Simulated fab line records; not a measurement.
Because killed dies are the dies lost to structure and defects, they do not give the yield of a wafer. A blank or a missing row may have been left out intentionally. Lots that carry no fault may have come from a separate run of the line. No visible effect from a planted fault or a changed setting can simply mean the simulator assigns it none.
Split-lot trial ; flow n5_finfet ; 21 wafers read across 7 lots, on a route 1938 steps long

## SPLIT DETAILS
At N5_BEOL_M15_COAT_22 (resist thk 800 nm), the setting spin_rpm was moved away from the recipe's 1704 rpm on 5 of the 21 wafers read, by -9.4% to +6.6%. For the rest of the wafers, this setting stayed at what the recipe calls for.

## FROM THE SPLIT TO THE READING: what the file shows between them, 4 steps
- N5_BEOL_M15_EBR_24
- N5_BEOL_M15_SOFTBAKE_23: time 60 s
- N5_BEOL_M15_DESCUM_33: chemistry O2, time 7.9 s
- N5_BEOL_M15_ETCH_61: etches BARC in N2/H2, target depth 89 nm, overetch 26.7 nm, time 67.9 s

## THE READING
coat_of_BEOL_M15_COAT_22.thk_nm (the simulator's own value, which no gauge read), in nm, at N5_BEOL_M15_TRENCH_ETCH_34 (etches SiO2 in C4F8/O2/Ar, target depth 872.93 nm, time 199 s). There is no usual value for it anywhere in the file. The 16 wafers here that ran the recipe average 543.5 nm, standard deviation 7.5 nm.

wafer;tool, chamber at the split;spin_rpm as run, rpm;against the recipe;coat_of_BEOL_M15_COAT_22.thk_nm, nm;against lot-mates on the recipe
L075.1;litho_track-01, 0;1817;+6.6%;520.6;-28.1
L075.2;litho_track-01, 0;1704;recipe;554.2;-
L075.3;litho_track-01, 0;1704;recipe;543.2;-
L079.1;litho_track-05, 0;1704;recipe;550.4;-
L079.2;litho_track-05, 0;1544;-9.4%;596.4;+46.2
L079.5;litho_track-05, 0;1704;recipe;550;-
L081.3;litho_track-02, 0;1783;+4.6%;519;-19.6
L081.5;litho_track-02, 0;1704;recipe;538.6;-
L081.6;litho_track-02, 0;1783;+4.6%;532.2;-6.4
L086.2;litho_track-01, 0;1704;recipe;535.6;-
L086.4;litho_track-01, 0;1704;recipe;536.4;-
L086.6;litho_track-01, 0;1704;recipe;553.2;-
L091.3;litho_track-02, 0;1704;recipe;537.6;-
L091.4;litho_track-02, 0;1704;recipe;543.2;-
L091.6;litho_track-02, 0;1704;recipe;537.2;-
L090.4;litho_track-02, 0;1650;-3.2%;565.2;+18.6
L090.5;litho_track-02, 0;1704;recipe;552.8;-
L090.6;litho_track-02, 0;1704;recipe;540.4;-
L097.1;litho_track-05, 0;1704;recipe;533.2;-
L097.2;litho_track-05, 0;1704;recipe;535.6;-
L097.4;litho_track-05, 0;1704;recipe;554.6;-

FIT RESULTS
A straight line over all 21 wafers: coat_of_BEOL_M15_COAT_22.thk_nm changes by -4.8 nm for each +1% of spin_rpm; r = -0.89; the points scatter about the line by 7.8 nm.
The same after taking each lot's own level away (the mean of its wafers on the recipe; 21 wafers): -4.34 nm for each +1%; r = -0.90; scatter 6.7 nm.
That fit puts the effect of the largest move of spin_rpm on the reading at 41 nm.
Across the lots, their own levels run from 538.60 to 550.20 nm, a range of 1.5 times the standard deviation given above.
So the slope is not independent of the lot-to-lot level: the two fits are not the same.
Check: with one of the wafers moved furthest among these (-9.4%) left out of the fit, the line predicts +36.9 nm for it against its lot-mates. It came out at +46.2 nm against them.

## THE WHOLE CHAIN: every reading that the file lists as answering this split, in the file's order
step;what it does;reading;change (the file's fit);r (the file's)
N5_BEOL_M15_COAT_22;resist thk 800 nm;coat_of_BEOL_M15_COAT_22.thk_nm (the simulator's own value, which no gauge read);-4.06 nm for each +1% of the setting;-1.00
N5_BEOL_M15_ETCH_61;etches BARC in N2/H2, target depth 89 nm, overetch 26.7 nm, time 67.9 s;coat_of_BEOL_M15_COAT_22.thk_nm (the simulator's own value, which no gauge read);-4.22 nm for each +1% of the setting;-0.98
N5_BEOL_M15_TRENCH_ETCH_34;etches SiO2 in C4F8/O2/Ar, target depth 872.93 nm, time 199 s;coat_of_BEOL_M15_COAT_22.thk_nm (the simulator's own value, which no gauge read);-4.52 nm for each +1% of the setting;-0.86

## THE FILE'S OWN FIT
coat_of_BEOL_M15_COAT_22.thk_nm changes by -4.52 nm for each +1% of spin_rpm, r = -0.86.
